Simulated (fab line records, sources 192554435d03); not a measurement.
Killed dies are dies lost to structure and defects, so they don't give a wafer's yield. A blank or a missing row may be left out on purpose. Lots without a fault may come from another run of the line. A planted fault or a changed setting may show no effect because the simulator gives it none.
Chamber matching | flow n5_finfet | N5_HKMG_FIN_ALD_71 on ald_metal-04: 4 sister chambers
The step deposits TiN, target thk 1 nm, pulse time 1 s, purge time 3 s. 8 wafers are shown with their chamber, then 11 later ones without.

WAFERS WITH THEIR CHAMBER
wafer  | chamber | heater_power_w (W) | precursor_pulse_height_rel
L079.1 | 1       | 785                | 1.019
L082.2 | 0       | 978                | 0.994
L091.1 | 3       | 981                | 1.009
L091.2 | 1       | 792                | 0.982
L091.3 | 0       | 929                | 1.036
L091.5 | 2       | 818                | 0.989
L091.6 | 3       | 1003               | 1.015
L092.2 | 2       | 813                | 0.961

WAFERS WITHOUT THEIR CHAMBER
wafer  | heater_power_w (W) | precursor_pulse_height_rel
L092.4 | 1007               | 1.016
L092.5 | 965                | 0.992
L093.1 | 785                | 1.013
L093.2 | 983                | 0.991
L093.3 | 811                | 0.993
L093.4 | 968                | 1.030
L093.5 | 970                | 1.005
L093.6 | 778                | 1.030
L096.1 | 778                | 1.004
L096.4 | 760                | 1.006
L096.6 | 983                | 1.013

WHICH CHAMBER EACH WENT THROUGH
wafer  | from the rows above     | in truth
L092.4 | can't be placed: 3 or 0 | 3
L092.5 | can't be placed: 0 or 3 | 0
L093.1 | can't be placed: 1 or 2 | 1
L093.2 | can't be placed: 3 or 0 | 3
L093.3 | can't be placed: 2 or 1 | 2
L093.4 | can't be placed: 0 or 3 | 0
L093.5 | can't be placed: 0 or 3 | 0
L093.6 | can't be placed: 1 or 2 | 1
L096.1 | can't be placed: 1 or 2 | 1
L096.4 | can't be placed: 1 or 2 | 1
L096.6 | can't be placed: 3 or 0 | 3
Placed correctly: 0 of 11. Can't be placed from these rows: 11 (the true chamber is among the candidates in 11). Placed wrongly: 0.
How it was worked out, from the rows above alone: a wafer's distance from a chamber is the root of the sum, over the readings, of the square of ((its reading less the chamber's mean) divided by the reading's scatter). The wafer belongs to the nearest chamber; if the next one is less than 2 further off, it can't be placed. A chamber's mean is the mean of its shown wafers. The scatter: the root of (the sum of the squares of (reading less its chamber's mean) over the shown wafers, divided by (wafers less chambers)).
